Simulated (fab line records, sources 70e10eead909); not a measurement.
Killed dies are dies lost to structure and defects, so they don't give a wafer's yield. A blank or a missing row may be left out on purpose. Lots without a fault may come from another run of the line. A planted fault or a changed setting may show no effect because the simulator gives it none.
fab line records | flow nand_harc
record lots=5 wafers=15 last_day=30
route steps=1302 shown A_CHANNEL_HOLE_D2@570 END@1302
lots that met no fault: from a run of the same line without faults
start_h: hours from the record's first day to the start of the lot's first wafer shown | wait_h: hours since the lot's step before | " the same as in the row above | L1.1+2: a row that stands for several wafers | - no value, or no start given | * or withheld: withheld | < > ~ a bound
route shown NAME@n: a module of which the file shows steps, and the number in the route of the first | usual: mean/standard deviation of fault-free wafers | same: alike in all rows | chamber/n: place in a boat | sites: the reading at each site | _std_site: their standard deviation | _edge_site: outer sites' mean less inner sites' | radius_mm: how far each site lies from the wafer's centre | mask NAME#n: copy n | behind: the tool/chamber that last shaped the wafer | hold: why the lot was held/for how many hours/how that ended | device: the transistor (n, p or np) that didn't switch | end of line: the same wafers' tests at the end of the route | a step without rows: its recipe alone | killed: dies lost to structure and defects at the first sort, not the wafer's yield | map: a wafer's dies, x killed, . not, _ none there
set.NAME: the setting as run; set.NAME@STEP: as run at that earlier step | model.NAME: the simulator's own value behind a step, which no gauge read
lots at some steps of the route; a table a step, a row a wafer
services: from which hour (start_h, from the record's first day; less than 0 if before it) a tool's chamber was out of use, for how many hours, and why
## steps
# step NHARC_A_CHANNEL_HOLE_D2_DEP_00
# recipe target_thk_a=31000 temp_c=400 material=aC
# step NHARC_A_CHANNEL_HOLE_D2_DEP_01
# recipe target_thk_a=1400 target_thk_nm=140 temp_c=400 pressure_torr=3.5 flow_sccm=200 rf_w=350 material=SiON
# step NHARC_A_CHANNEL_HOLE_D2_DEHYDRATE_02
# recipe temp_c=150 time_s=120
# step NHARC_A_CHANNEL_HOLE_D2_HMDS_03
# recipe time_s=30
# step NHARC_A_CHANNEL_HOLE_D2_COAT_36
# recipe temp_c=260 time_s=75
# step NHARC_A_CHANNEL_HOLE_D2_COAT_37
# recipe temp_c=225 time_s=65
# step NHARC_A_CHANNEL_HOLE_D2_COAT_04
# recipe spin_rpm=1500 resist_thk_nm=90
# step NHARC_A_CHANNEL_HOLE_D2_SOFTBAKE_05
# recipe temp_c=105 time_s=55
# step NHARC_A_CHANNEL_HOLE_D2_EBR_06
# step NHARC_A_CHANNEL_HOLE_D2_EXPOSE_07
# recipe na=1.35 target_cd_nm=100 sigma_outer=0.3 dose_mj=59.65 mask_id=HOLE_D2
# usual exposure_dose_mJ_cm2=59.64/0.058
# columns lot.wafer tool chamber start_h wait_h mask exposure_dose_mJ_cm2
L722.3 arfi_scanner-02 0 380.36 - HOLE_D2#0 59.64
L722.5 " 0 " " HOLE_D2#0 59.54
L722.6 " 0 " " HOLE_D2#0 59.54
L723.4 arfi_scanner-02 0 396.20 - HOLE_D2#0 57.46
L723.5 " 0 " " HOLE_D2#0 57.40
L723.6 " 0 " " HOLE_D2#0 57.43
L725.2 arfi_scanner-02 0 403.65 - HOLE_D2#0 57.99
L725.5 " 0 " " HOLE_D2#0 57.97
L725.6 " 0 " " HOLE_D2#0 57.88
L729.1 arfi_scanner-01 0 443.95 - HOLE_D2#0 59.59
L729.3 " 0 " " HOLE_D2#0 59.77
L729.5 " 0 " " HOLE_D2#0 59.59
L728.2 arfi_scanner-02 0 444.11 - HOLE_D2#0 58.22
L728.3 " 0 " " HOLE_D2#0 58.11
L728.4 " 0 " " HOLE_D2#0 58.23
# step NHARC_A_CHANNEL_HOLE_D2_PEB_08
# recipe peb_temp_c=100 peb_time_s=65
# step NHARC_A_CHANNEL_HOLE_D2_DEVELOP_09
# recipe develop_time_s=35 dev_temp_c=23
# step NHARC_A_CHANNEL_HOLE_D2_CD_MEAS_10
# recipe target_cd_nm=100 landing_energy_ev=500
# usual cd_nm=100.0/0.44
# columns lot.wafer tool chamber start_h wait_h cd_nm
L722.3 cd_sem-02 0 380.50 - 99.9
L722.5 " 0 " " 99.2
L722.6 " 0 " " 100.7
L723.4 cd_sem-03 0 396.33 - 97.8
L723.5 " 0 " " 97.6
L723.6 " 0 " " 97.8
L725.2 cd_sem-02 0 403.79 - 99.4
L725.5 " 0 " " 98.7
L725.6 " 0 " " 99.2
L729.1 cd_sem-03 0 444.09 - 99.7
L729.3 " 0 " " 99.4
L729.5 " 0 " " 99.8
L728.2 cd_sem-01 0 444.25 - 98.7
L728.3 " 0 " " 99.5
L728.4 " 0 " " 98.9
# step NHARC_A_CHANNEL_HOLE_D2_DESCUM_15
# recipe time_s=3 o2_flow_sccm=200 ar_flow_sccm=0 bias_power_w=0 chemistry=O2
# usual drypump_motor_current_A=5.6/0.41 oes_product_au=1.005/0.011 rf_vpp_V=57.8/0.84 showerhead_plenum_p_Torr=1.93/0.093 throttle_valve_pct=11.312/0.0087
# columns lot.wafer tool chamber start_h wait_h drypump_motor_current_A oes_product_au rf_hours_counter_h rf_vpp_V showerhead_plenum_p_Torr throttle_valve_pct model.A_CHANNEL_HOLE_D2.cd_nm
L722.3 rie_diel-08 0 380.68 0.1 5.7 1.026 0.0 57.2 1.83 11.322 100.2
L722.6 " 0 " " 5.7 1.025 - 56.7 1.83 11.308 100.5
L722.5 " 1 " " 5.1 1.007 - 58.9 1.84 11.317 99.07
L723.4 rie_diel-08 2 396.52 0.1 5.1 0.995 0.8 57.5 1.93 11.315 97.83
L723.6 " 1 " " 5.1 0.984 - 56.8 1.84 11.310 96.95
L723.5 " 2 " " 5.1 0.994 - 58.9 1.93 11.315 97.56
L725.2 rie_diel-06 0 403.98 0.1 5.5 1.000 3.5 58.9 1.96 11.312 99.88
L725.5 " 3 " " 5.8 1.025 - 59.2 2.02 11.307 98.94
L725.6 " 0 " " 5.5 1.002 - 58.1 1.96 11.303 99.64
L729.3 rie_diel-12 2 444.28 0.1 5.9 1.018 8.9 58.0 1.79 11.316 99.08
L729.1 " 3 " " 6.5 1.012 10.5 57.1 2.02 11.308 99.92
L729.5 " 2 " " 5.8 1.015 - 56.9 1.79 11.324 99.66
L728.3 rie_diel-08 1 444.43 0.1 5.1 0.994 2.6 57.2 1.84 11.314 98.7
L728.2 " 2 " " 5.1 1.011 2.7 57.1 1.93 11.308 99
L728.4 " 3 " " 5.5 0.989 3.2 58.4 2.06 11.321 99.08
# step NHARC_A_CHANNEL_HOLE_D2_ETCH_38
# recipe target_depth_a=390 over_etch_frac=0.3 time_s=65 ion_energy_ev=80 cf4_flow_sccm=150 ar_flow_sccm=0 rf_w=300 bias_w=100 chemistry=CF4
# step NHARC_A_CHANNEL_HOLE_D2_ETCH_39
# recipe target_depth_a=2600 over_etch_frac=0.3 time_s=325 ion_energy_ev=200 n2_flow_sccm=150 h2_flow_sccm=150 ar_flow_sccm=0 rf_w=400 bias_w=150 chemistry=N2/H2
# step NHARC_A_CHANNEL_HOLE_D2_ETCH_34
# recipe target_depth_a=1540 time_s=77 cf4_flow_sccm=100 chf3_flow_sccm=30 ar_flow_sccm=0 rf_w=500 bias_w=200 chemistry=CF4/CHF3
# step NHARC_A_CHANNEL_HOLE_D2_ETCH_16
# recipe target_depth_a=31000 over_etch_frac=0.3 time_s=806 ion_energy_ev=150 o2_flow_sccm=400 cos_flow_sccm=20 ar_flow_sccm=0 rf_w=500 bias_w=300 chemistry=O2/COS
# step NHARC_A_CHANNEL_HOLE_D2_ETCH_19
# recipe bias_v=1200 source_w=2500 pressure_mtorr=15 time_s=34.5 ar_flow_sccm=375 c4f8_flow_sccm=28.8 o2_flow_sccm=96.2 temp_c=-20 target_depth_a=* chemistry=C4F8/O2/Ar
# step NHARC_A_CHANNEL_HOLE_D2_ETCH_20
# recipe bias_v=3000 source_w=withheld pressure_mtorr=20 time_s=361.9 ar_flow_sccm=375 c4f8_flow_sccm=89.3 o2_flow_sccm=35.7 temp_c=-20 target_depth_a=16000 chemistry=C4F8/O2/Ar
# step NHARC_A_CHANNEL_HOLE_D2_ETCH_21
# recipe bias_v=3000 source_w=withheld pressure_mtorr=20 time_s=514.3 ar_flow_sccm=375 c4f8_flow_sccm=89.3 o2_flow_sccm=35.7 temp_c=-20 target_depth_a=16000 chemistry=C4F8/O2/Ar
# step NHARC_A_CHANNEL_HOLE_D2_ETCH_22
# recipe bias_v=3000 source_w=withheld pressure_mtorr=20 time_s=666.7 ar_flow_sccm=375 c4f8_flow_sccm=89.3 o2_flow_sccm=35.7 temp_c=-20 target_depth_a=16000 chemistry=C4F8/O2/Ar
# step NHARC_A_CHANNEL_HOLE_D2_ETCH_23
# recipe bias_v=5000 source_w=withheld pressure_mtorr=20 time_s=819 ar_flow_sccm=375 c4f8_flow_sccm=89.3 o2_flow_sccm=35.7 temp_c=-20 target_depth_a=16000 chemistry=C4F8/O2/Ar
# step NHARC_A_CHANNEL_HOLE_D2_ETCH_24
# recipe bias_v=5000 source_w=withheld pressure_mtorr=20 time_s=906.2 ar_flow_sccm=375 c4f8_flow_sccm=93.8 o2_flow_sccm=31.2 temp_c=-20 target_depth_a=15000 chemistry=C4F8/O2/Ar
# step NHARC_A_CHANNEL_HOLE_D2_ETCH_25
# recipe bias_v=5000 source_w=withheld pressure_mtorr=20 time_s=1040.2 ar_flow_sccm=375 c4f8_flow_sccm=93.8 o2_flow_sccm=31.2 temp_c=-20 target_depth_a=15000 chemistry=C4F8/O2/Ar
# step NHARC_A_CHANNEL_HOLE_D2_ETCH_26
# recipe bias_v=300 source_w=2000 pressure_mtorr=30 time_s=224.1 ar_flow_sccm=375 c4f8_flow_sccm=11.4 o2_flow_sccm=113.6 temp_c=-20 target_depth_a=3000 chemistry=C4F8/O2/Ar
# step NHARC_A_CHANNEL_HOLE_D2_ETCH_27
# recipe bias_v=400 source_w=2000 pressure_mtorr=25 time_s=90 ar_flow_sccm=375 c4f8_flow_sccm=41.7 o2_flow_sccm=83.3 temp_c=-20 target_depth_a=4000 chemistry=C4F8/O2/Ar
# step NHARC_A_CHANNEL_HOLE_D2_STRIP_41
# recipe n2_flow_sccm=150 h2_flow_sccm=150 ar_flow_sccm=0 bias_w=0 chemistry=N2/H2
# step NHARC_A_CHANNEL_HOLE_D2_STRIP_42
# recipe cf4_flow_sccm=100 chf3_flow_sccm=30 ar_flow_sccm=0 bias_w=0 chemistry=CF4/CHF3
# step NHARC_A_CHANNEL_HOLE_D2_STRIP_43
# recipe o2_flow_sccm=400 cos_flow_sccm=20 ar_flow_sccm=0 bias_w=0 chemistry=O2/COS
# step NHARC_A_CHANNEL_HOLE_D2_ETCH_44
# recipe target_depth_a=1400 overetch_a=140 time_s=77 ion_energy_ev=100 cf4_flow_sccm=80 o2_flow_sccm=20 ar_flow_sccm=0 rf_w=300 bias_w=100 chemistry=CF4/O2
# usual drypump_motor_current_A=5.6/0.41 oes_product_au=1.002/0.01 rf_vpp_V=197.9/1.5 showerhead_plenum_p_Torr=1.34/0.063 throttle_valve_pct=13.397/0.0093
# columns lot.wafer tool chamber start_h wait_h drypump_motor_current_A oes_product_au rf_hours_counter_h rf_vpp_V showerhead_plenum_p_Torr throttle_valve_pct model.A_CHANNEL_HOLE_D2.cd_nm
L722.3 rie_diel-08 3 386.59 0.1 5.5 0.987 0.8 199.6 1.43 13.412 87.24
L722.6 " 1 " " 5.0 0.987 - 195.5 1.29 13.399 89.77
L722.5 " 2 " " 5.1 1.001 - 196.4 1.34 13.402 88.82
L723.4 rie_diel-08 3 402.68 0.1 5.5 0.990 1.6 200.2 1.43 13.383 88.37
L723.5 " 1 " " 5.1 0.987 - 197.0 1.29 13.390 87.75
L723.6 " 2 " " 5.0 1.003 - 197.7 1.34 13.405 88.54
L725.2 rie_diel-12 2 409.88 0.1 5.9 1.014 7.6 197.1 1.25 13.409 90.5
L725.5 " 2 " " 5.9 1.012 - 196.3 1.25 13.402 88.37
L725.6 " 3 " " 6.5 0.995 - 199.2 1.41 13.404 89.5
L729.1 rie_diel-06 1 450.23 0.1 5.1 0.999 6.2 197.5 1.34 13.390 91.02
L729.3 " 2 " " 5.5 1.001 7.0 195.2 1.25 13.403 89.13
L729.5 " 2 " " 5.5 1.011 - 197.2 1.25 13.405 89.61
L728.2 rie_diel-06 2 450.66 0.4 5.5 0.998 7.1 196.1 1.25 13.395 87.43
L728.3 " 3 " " 5.7 1.021 8.2 199.1 1.40 13.403 87.97
L728.4 " 0 " " 5.5 1.012 7.5 196.8 1.36 13.388 90.39
# step NHARC_A_CHANNEL_HOLE_D2_STRIP_28
# recipe o2_flow_sccm=500 ar_flow_sccm=0 bias_w=0 chemistry=O2
# step NHARC_END_SORT_01
# recipe temp_c=25
# usual killed_at_array=57/18 killed_at_other=0.8/1 killed_at_periphery=3.9/2.8 killed_dies=62/18 killed_open=3.4/1.8 killed_short=2.2/1.6
# same gross_dies=677
# columns lot.wafer tool chamber start_h wait_h killed_at_array killed_at_other killed_at_periphery killed_dies killed_open killed_short
L729.1 prober-02 0 704.86 2.5 84 0 1 85 5 2
# killed by level:class
L729.1 A_CHANNEL_HOLE_D1:chamber_film_flake=36 A_SLIT:chamber_film_flake=32 A_CONTACT:chamber_film_flake=4 A_ONON_D1:geometric_particle:open=2 A_STAIRCASE:chamber_film_flake=2 A_CHANNEL_HOLE_D1:geometric_particle:open=1 A_CHANNEL_HOLE_D1:geometric_particle:short=1 A_CONTACT:geometric_particle:open=1
## services
# columns tool chamber start_h hours kind
rie_diel-08 - 367.80 9.0 pm
rie_diel-08 0 367.80 9.0 vent_cycle
rie_diel-08 1 367.80 9.0 vent_cycle
rie_diel-08 2 367.80 9.0 vent_cycle
rie_diel-08 3 367.80 9.0 vent_cycle
rie_diel-06 - 373.74 0.8 repair
rie_diel-08 0 376.80 - clean
rie_diel-08 1 376.80 - clean
rie_diel-08 2 376.80 - clean
rie_diel-08 3 376.80 - clean
rie_diel-12 0 383.72 7.1 repair
arfi_scanner-01 - 397.17 2.7 repair
rie_diel-08 0 401.30 - clean
rie_diel-08 1 401.30 - clean
rie_diel-08 2 401.30 - clean
rie_diel-08 3 401.30 - clean
rie_diel-12 1 402.89 3.6 repair
rie_diel-08 - 405.18 0.2 repair
arfi_scanner-01 - 424.00 4.0 pm
rie_diel-08 0 425.80 - clean
rie_diel-08 1 425.80 - clean
rie_diel-08 2 425.80 - clean
rie_diel-08 3 425.80 - clean
rie_diel-12 - 445.40 9.0 pm
## key
first_sign step=NHARC_A_CHANNEL_HOLE_D2_EXPOSE_07 reading=exposure_dose_mJ_cm2 direction=down sigmas=31 usual=59.64 struck=57.85
effect step=NHARC_A_CHANNEL_HOLE_D2_CD_MEAS_10 reading=cd_nm direction=down sigmas=3.1 usual=100.0 struck=98.6 through=control_loop
model_effect step=NHARC_A_CHANNEL_HOLE_D2_DESCUM_15 value=A_CHANNEL_HOLE_D2.cd_nm without=100.1 struck=98.62
model_effect step=NHARC_A_CHANNEL_HOLE_D2_ETCH_44 value=A_CHANNEL_HOLE_D2.cd_nm without=90.22 struck=88.76
met_at NHARC_A_CHANNEL_HOLE_D2_EXPOSE_07
struck_wafers L723.4,L723.5,L723.6,L725.2,L725.5,L725.6,L728.2,L728.3,L728.4
tester_left_out L723,L725,L728
loop_trim step=NHARC_A_CHANNEL_HOLE_D2_EXPOSE_07 setting=dose lots=L725,L728
onset_between 380.36 396.20
fault kind=process_parameter_drift tool=arfi_scanner-02 chamber=- onset_h=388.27 steps=NHARC_A_CHANNEL_HOLE_D2_EXPOSE_07 channel=dose_mj offset=-2.1986 shape=step acts_in=these_recipes_only stated=59.65
# tester_left_out: of these lots the tester's yield and bins aren't shown, on N5 and GAA mostly nor the transistor test; their killed dies are dies lost to structure and defects alone, not to doping, threshold or leakage, so they don't give the yield
# loop_trim: a control loop set the setting to another value than it would have without faults
